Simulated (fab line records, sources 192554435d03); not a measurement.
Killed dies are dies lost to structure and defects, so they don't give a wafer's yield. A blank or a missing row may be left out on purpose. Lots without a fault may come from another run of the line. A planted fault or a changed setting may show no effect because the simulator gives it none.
fab line records | flow n5_finfet
record lots=10 wafers=29 last_day=19
route steps=1938 shown MIM_BOT_LITHO@1862 TV_LITHO@1886 TV_OPEN@1888
lots that met no fault: from a run of the same line without faults
start_h: hours from the record's first day to the start of the lot's first wafer shown | wait_h: hours since the lot's step before | " the same as in the row above | L1.1+2: a row that stands for several wafers | - no value, or no start given | * or withheld: withheld | < > ~ a bound
route shown NAME@n: a module of which the file shows steps, and the number in the route of the first | usual: mean/standard deviation of fault-free wafers | same: alike in all rows | chamber/n: place in a boat | sites: the reading at each site | _std_site: their standard deviation | _edge_site: outer sites' mean less inner sites' | radius_mm: how far each site lies from the wafer's centre | mask NAME#n: copy n | behind: the tool/chamber that last shaped the wafer | hold: why the lot was held/for how many hours/how that ended | device: the transistor (n, p or np) that didn't switch | end of line: the same wafers' tests at the end of the route | a step without rows: its recipe alone | killed: dies lost to structure and defects at the first sort, not the wafer's yield | map: a wafer's dies, x killed, . not, _ none there
set.NAME: the setting as run; set.NAME@STEP: as run at that earlier step | model.NAME: the simulator's own value behind a step, which no gauge read
steps of the route over a sample of lots; a table a step, a row a wafer
services: from which hour (start_h, from the record's first day; less than 0 if before it) a tool's chamber was out of use, for how many hours, and why
## steps
# step N5_MIM_BOT_LITHO_CD_MEAS_08
# recipe target_cd_nm=3000 landing_energy_ev=500 detector=se_inlens polarity=opening
# usual cd_nm=3000.1/1.9
# columns lot.wafer tool chamber start_h wait_h cd_nm
L259.2 cd_sem-02 0 297.56 - 3000.6
L259.3 " 0 " " 3000.8
L260.2 cd_sem-01 0 299.95 - 2998.2
L260.3 " 0 " " 2995.7
L260.4 " 0 " " 2999.7
L257.1 cd_sem-03 0 301.06 - 2996.2
L257.3 " 0 " " 2997.6
L257.5 " 0 " " 3001.2
L258.1 cd_sem-01 0 304.85 - 2997.2
L258.4 " 0 " " 3001.3
L258.6 " 0 " " 2999.2
L261.1 cd_sem-02 0 324.04 - 2998.8
L261.3 " 0 " " 2998.7
L261.6 " 0 " " 3001.0
L262.2 cd_sem-03 0 333.76 - 3000.8
L262.3 " 0 " " 2997.9
L262.5 " 0 " " 3000.7
L269.1 cd_sem-03 0 373.21 - 2998.7
L269.4 " 0 " " 3001.2
L269.5 " 0 " " 3002.3
L275.2 cd_sem-02 0 404.29 - 3001.7
L275.3 " 0 " " 3003.4
L275.6 " 0 " " 2999.6
L276.1 cd_sem-01 0 425.02 - 3003.3
L276.3 " 0 " " 3001.3
L276.5 " 0 " " 3000.0
L279.3 cd_sem-03 0 443.26 - 3002.6
L279.4 " 0 " " 3003.6
L279.5 " 0 " " 3001.6
# step N5_MIM_BOT_LITHO_DESCUM_10
# recipe chemistry=O2 time_s=7.9 source_power_w=50 bias_power_w=20 pressure_mtorr=20 rf_frequency_hz=2.712e+07 temp_c=40 o2_flow_sccm=225
# usual drypump_motor_current_A=5.6/0.53 oes_product_au=0.79/0.075 rf_vpp_V=242.9/1.5 showerhead_plenum_p_Torr=2.08/0.074 throttle_valve_pct=20.39/0.21
# columns lot.wafer tool chamber start_h wait_h drypump_motor_current_A oes_product_au rf_hours_counter_h rf_vpp_V showerhead_plenum_p_Torr throttle_valve_pct
L259.2 rie_diel-06 2 297.65 0.0 5.3 0.89 23 243.8 2.15 20.42
L259.3 " 0 " " 5.2 0.83 58 244.1 2.12 20.38
L260.2 rie_diel-04 0 300.04 0.0 4.9 0.78 136 241.7 2.02 20.57
L260.3 " 3 " " 5.8 0.67 233 241.9 2.07 20.33
L260.4 " 0 " " 5.0 0.78 - 240.9 2.02 20.56
L257.1 rie_diel-03 3 301.15 0.0 5.7 0.76 136 242.1 2.00 20.28
L257.3 " 0 " " 5.2 0.74 150 243.6 2.16 20.48
L257.5 " 0 " " 5.2 0.75 - 245.2 2.17 20.51
L258.1 rie_diel-04 0 304.93 0.0 5.0 0.78 138 241.4 2.02 20.56
L258.4 " 3 " " 5.8 0.67 - 241.5 2.07 20.33
L258.6 " 1 " " 5.7 0.71 - 241.4 1.98 20.17
L261.1 rie_diel-04 1 324.20 0.1 5.7 0.71 228 241.6 1.98 20.18
L261.3 " 2 " " 6.7 0.96 3 243.6 2.04 20.43
L261.6 " 0 " " 4.9 0.77 - 241.6 2.02 20.56
L262.2 rie_diel-06 2 333.85 0.0 5.4 0.89 33 242.1 2.14 20.43
L262.3 " 3 " " 4.9 0.85 77 244.2 2.20 20.61
L262.5 " 0 " " 5.3 0.82 - 243.9 2.11 20.37
L269.1 rie_diel-03 0 373.30 0.0 5.2 0.73 168 244.2 2.16 20.53
L269.4 " 3 " " 5.7 0.74 161 243.3 1.99 20.32
L269.5 " 2 " " 5.6 0.75 - 241.1 2.02 20.72
L275.2 rie_diel-03 3 404.38 0.0 5.7 0.72 175 242.0 1.99 20.35
L275.3 " 1 " " 6.3 0.73 176 243.4 2.06 20.10
L275.6 " 2 " " 5.6 0.75 - 242.0 2.02 20.70
L276.1 rie_diel-06 2 425.11 0.0 5.3 0.84 67 244.5 2.13 20.48
L276.3 " 0 " " 5.3 0.80 93 241.4 2.10 20.41
L276.5 " 0 " " 5.3 0.81 - 243.7 2.10 20.40
L279.3 rie_diel-04 0 443.45 0.1 4.9 0.74 192 241.8 2.00 20.63
L279.4 " 1 " " 5.7 0.89 15 244.6 2.23 19.75
L279.5 " 0 " " 4.9 0.73 - 242.4 2.00 20.64
# step N5_PASSIVATION_DESCUM_12
# recipe chemistry=O2 time_s=7.9 source_power_w=50 bias_power_w=20 pressure_mtorr=20 rf_frequency_hz=2.712e+07 temp_c=40 o2_flow_sccm=225
# usual drypump_motor_current_A=5.9/0.32 oes_product_au=0.81/0.083 rf_vpp_V=243.5/1.3 showerhead_plenum_p_Torr=2.12/0.059 throttle_valve_pct=20.44/0.22
# columns lot.wafer tool chamber start_h wait_h drypump_motor_current_A oes_product_au rf_hours_counter_h rf_vpp_V showerhead_plenum_p_Torr throttle_valve_pct
L260.2 rie_diel-05 0 301.75 0.0 6.1 0.67 248 243.5 2.14 20.56
L260.3 " 1 " " 6.0 0.73 173 243.2 2.07 20.45
L260.4 " 2 " " 5.0 0.71 211 240.8 1.99 20.40
L259.2 rie_diel-01 1 302.62 0.1 5.8 0.89 27 242.8 2.15 20.54
L259.3 " 0 " " 6.3 0.81 94 244.0 2.10 20.58
L257.1 rie_diel-02 2 303.14 0.0 6.2 0.66 248 242.4 2.05 20.35
L257.3 " 1 " " 5.7 0.86 40 242.6 2.11 20.14
L257.5 " 2 " " 6.1 0.67 - 242.6 2.05 20.36
L258.1 rie_diel-05 3 311.43 0.0 5.8 0.92 14 245.7 2.14 20.36
L258.4 " 2 " " 5.0 0.70 - 242.5 1.99 20.41
L258.6 " 1 " " 6.0 0.72 - 242.6 2.07 20.45
L261.1 rie_diel-02 0 326.48 0.1 5.5 0.73 207 244.5 2.15 20.90
L261.3 " 3 " " 6.2 0.84 71 245.2 2.22 20.45
L261.6 " 3 " " 6.3 0.85 - 244.5 2.22 20.47
L262.2 rie_diel-05 2 335.60 0.2 5.0 0.71 223 241.3 1.99 20.42
L262.3 " 0 " " 6.1 0.99 2 244.5 2.14 20.22
L262.5 " 0 " " 6.1 1.01 - 244.1 2.14 20.24
L269.1 rie_diel-02 1 374.70 0.1 5.7 0.84 62 244.5 2.10 20.15
L269.4 " 2 " " 6.2 0.93 12 242.9 2.05 20.04
L269.5 " 2 " " 6.2 0.92 - 242.9 2.05 20.03
L275.2 rie_diel-05 0 405.88 0.0 6.1 0.91 24 243.0 2.13 20.27
L275.3 " 1 " " 6.0 0.69 206 242.9 2.06 20.48
L275.6 " 2 " " 5.0 0.68 - 242.5 1.98 20.45
L276.1 rie_diel-05 1 428.02 0.3 6.0 0.68 214 243.5 2.06 20.48
L276.3 " 0 " " 6.1 0.90 31 243.0 2.13 20.28
L276.5 " 0 " " 6.1 0.90 - 244.1 2.13 20.27
L279.3 rie_diel-01 3 445.71 0.5 5.8 0.76 132 241.8 2.09 20.50
L279.4 " 0 " " 6.3 0.76 139 244.2 2.08 20.66
L279.5 " 0 " " 6.3 0.77 - 242.8 2.08 20.66
# step N5_PASSIVATION_VIA_ETCH_13
# recipe chemistry=CHF3/O2 target=SiO2 target_depth_a=6600 CHF3_flow_sccm=50 O2_flow_sccm=5 Ar_flow_sccm=200 time_s=330 mask_material=PR pressure_mtorr=30 source_w=650 bias_w=170 ion_energy_ev=200 ends=cleared
# usual drypump_motor_current_A=5.9/0.32 etch_rf_on_time_s=237/5.2 oes_f_703_au=0.81/0.078 oes_o_777_au=0.81/0.081 oes_product_au=0.73/0.073 rf_vpp_V=527/9.5 showerhead_plenum_p_Torr=2.44/0.059 throttle_valve_pct=18.91/0.23
# columns lot.wafer tool chamber start_h wait_h drypump_motor_current_A etch_rf_on_time_s oes_f_703_au oes_o_777_au oes_product_au rf_hours_counter_h rf_vpp_V showerhead_plenum_p_Torr throttle_valve_pct
L260.2 rie_diel-05 0 301.90 0.0 6.1 235 0.67 0.67 0.60 248 525 2.47 19.09
L260.3 " 1 " " 6.0 231 0.74 0.73 0.66 173 539 2.39 18.91
L260.4 " 2 " " 5.0 233 0.73 0.73 0.65 211 525 2.31 18.89
L259.2 rie_diel-01 1 302.77 0.0 5.8 240 0.91 0.91 0.80 27 502 2.47 18.93
L259.3 " 0 " " 6.3 238 0.79 0.79 0.73 95 539 2.44 19.18
L257.1 rie_diel-02 2 303.30 0.0 6.2 242 0.65 0.66 0.59 248 525 2.36 18.81
L257.3 " 1 " " 5.7 233 0.85 0.85 0.78 40 528 2.46 18.73
L257.5 " 2 " " 6.2 244 0.65 0.66 0.59 - 525 2.36 18.79
L258.1 rie_diel-05 3 311.58 0.0 5.8 230 0.93 0.91 0.83 15 532 2.46 18.78
L258.4 " 2 " " 5.0 231 0.73 0.73 0.64 - 525 2.31 18.89
L258.6 " 1 " " 6.0 240 0.73 0.72 0.65 - 540 2.39 18.92
L261.1 rie_diel-02 0 326.64 0.0 5.5 242 0.70 0.71 0.64 207 527 2.47 19.32
L261.3 " 3 " " 6.3 236 0.86 0.86 0.76 71 514 2.53 18.79
L261.6 " 3 " " 6.2 237 0.86 0.85 0.76 - 514 2.53 18.79
L262.2 rie_diel-05 2 335.75 0.0 5.0 237 0.72 0.71 0.64 223 525 2.30 18.93
L262.3 " 0 " " 6.1 236 0.98 0.99 0.90 2 526 2.47 18.70
L262.5 " 0 " " 6.1 240 0.97 0.99 0.90 - 524 2.47 18.70
L269.1 rie_diel-02 1 374.86 0.0 5.7 302 0.83 0.83 0.65 62 529 2.45 18.74
L269.4 " 2 " " 6.2 241 0.89 0.90 0.82 13 526 2.36 18.44
L269.5 " 2 " " 6.2 240 0.90 0.91 0.82 - 525 2.36 18.46
L275.2 rie_diel-05 0 406.03 0.0 6.1 239 0.91 0.91 0.83 24 525 2.46 18.73
L275.3 " 1 " " 6.0 238 0.71 0.70 0.62 207 540 2.38 18.98
L275.6 " 2 " " 5.1 241 0.71 0.70 0.62 - 523 2.29 18.95
L276.1 rie_diel-05 1 428.18 0.0 6.0 233 0.71 0.70 0.63 214 539 2.37 19.00
L276.3 " 0 " " 6.1 235 0.89 0.89 0.82 32 524 2.46 18.77
L276.5 " 0 " " 6.1 240 0.89 0.90 0.81 - 525 2.46 18.77
L279.3 rie_diel-01 3 445.87 0.0 5.9 236 0.78 0.77 0.71 132 530 2.42 19.09
L279.4 " 0 " " 6.3 234 0.75 0.75 0.70 139 539 2.42 19.25
L279.5 " 0 " " 6.3 236 0.74 0.74 0.70 - 539 2.42 19.26
## services
# columns tool chamber start_h hours kind
rie_diel-05 0 306.85 - clean
rie_diel-05 0 306.85 - consumable_replace:focus_ring
rie_diel-01 0 309.55 5.6 repair
rie_diel-02 2 313.40 - clean
rie_diel-02 2 313.40 - consumable_replace:focus_ring
rie_diel-03 0 314.36 19.1 repair
rie_diel-03 1 319.35 9.5 repair
rie_diel-01 - 320.61 2.8 pm
rie_diel-06 0 335.30 4.4 repair
rie_diel-03 3 338.59 11.0 repair
rie_diel-04 2 358.26 6.6 repair
rie_diel-01 3 370.74 13.1 repair
rie_diel-06 2 379.85 11.7 repair
rie_diel-03 2 380.00 12.7 repair
rie_diel-02 3 383.28 7.3 repair
rie_diel-06 0 386.76 22.5 repair
rie_diel-03 2 394.52 8.1 repair
rie_diel-06 - 396.50 0.7 repair
rie_diel-05 2 426.90 - clean
rie_diel-05 2 426.90 - consumable_replace:focus_ring
rie_diel-05 2 426.90 - consumable_replace:showerhead
rie_diel-05 2 426.90 15.7 scheduled_down
rie_diel-05 2 426.90 15.7 vent_cycle
rie_diel-05 3 430.46 22.3 repair
## key
first_sign step=N5_PASSIVATION_VIA_ETCH_13 reading=etch_rf_on_time_s direction=up sigmas=13 usual=* struck=*
effect none on later readings
met_at N5_PASSIVATION_VIA_ETCH_13
struck_lots L269
struck_wafers L269.1
baseline_loss step=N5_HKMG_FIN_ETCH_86 wafers=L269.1
not_acting_at N5_MIM_BOT_LITHO_CD_MEAS_08,N5_MIM_BOT_LITHO_DESCUM_10,N5_PASSIVATION_DESCUM_12
onset_between 303.30 374.86
fault kind=process_parameter_drift tool=rie_diel-02 chamber=1 onset_h=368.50 steps=N5_PASSIVATION_VIA_ETCH_13 channel=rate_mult offset=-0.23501 shape=step end_h=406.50
# baseline_loss: these wafers lose ten dies or more at that step, a loss of the line's own and not of a fault; the sort's usual values leave them out
